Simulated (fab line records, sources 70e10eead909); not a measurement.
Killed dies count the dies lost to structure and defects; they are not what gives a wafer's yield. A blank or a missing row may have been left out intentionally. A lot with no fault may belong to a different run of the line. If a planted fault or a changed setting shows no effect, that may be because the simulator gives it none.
Matching of chambers	flow nand-harc	NHARC_A_WL_FILL_ALD_19 on ald-metal-02 has 4 sister chambers
The step deposits TiN, target thk 2 nm, pulse time 3 s, ald cycles 100. 4 wafers are shown with their chamber, then 10 later ones without.

## WAFERS, EACH WITH ITS CHAMBER
wafer	chamber	heater-power-w (W)
L081.4	3	993
L093.4	2	1128
L094.3	1	1092
L094.5	0	1047

## WAFERS WHOSE CHAMBER IS MISSING
wafer	heater-power-w (W)
L094.6	1121
L096.1	1001
L096.3	1137
L096.5	1163
L096.2	988
L096.4	1101
L096.6	976
L095.1	1009
L095.2	1100
L095.3	1184

## EACH ONE'S CHAMBER
wafer	from the rows above	in truth
L094.6	can't be placed: 2 or 1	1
L096.1	can't be placed: 3 or 0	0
L096.3	can't be placed: 2 or 1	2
L096.5	can't be placed: 2 or 1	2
L096.2	3	3
L096.4	can't be placed: 1 or 2 or 0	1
L096.6	3	3
L095.1	can't be placed: 3 or 0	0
L095.2	can't be placed: 1 or 2 or 0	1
L095.3	can't be placed: 2 or 1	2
Correct placement for 2 of the 10. Can't be placed from these rows: 8 (the true chamber is among the candidates in 8). Placed wrongly: 0.
How it was worked out, from the rows above alone: a wafer's distance from a chamber is the root of the sum, over the readings, of the square of ((its reading less the chamber's mean) divided by the reading's scatter). The wafer belongs to the nearest chamber; if the next one is less than 2 further off, it can't be placed. For every chamber, the mean is computed from those of its wafers that are shown. The scatter: root of mean squared gap, hidden wafer to nearest shown wafer, with one shown wafer a chamber.
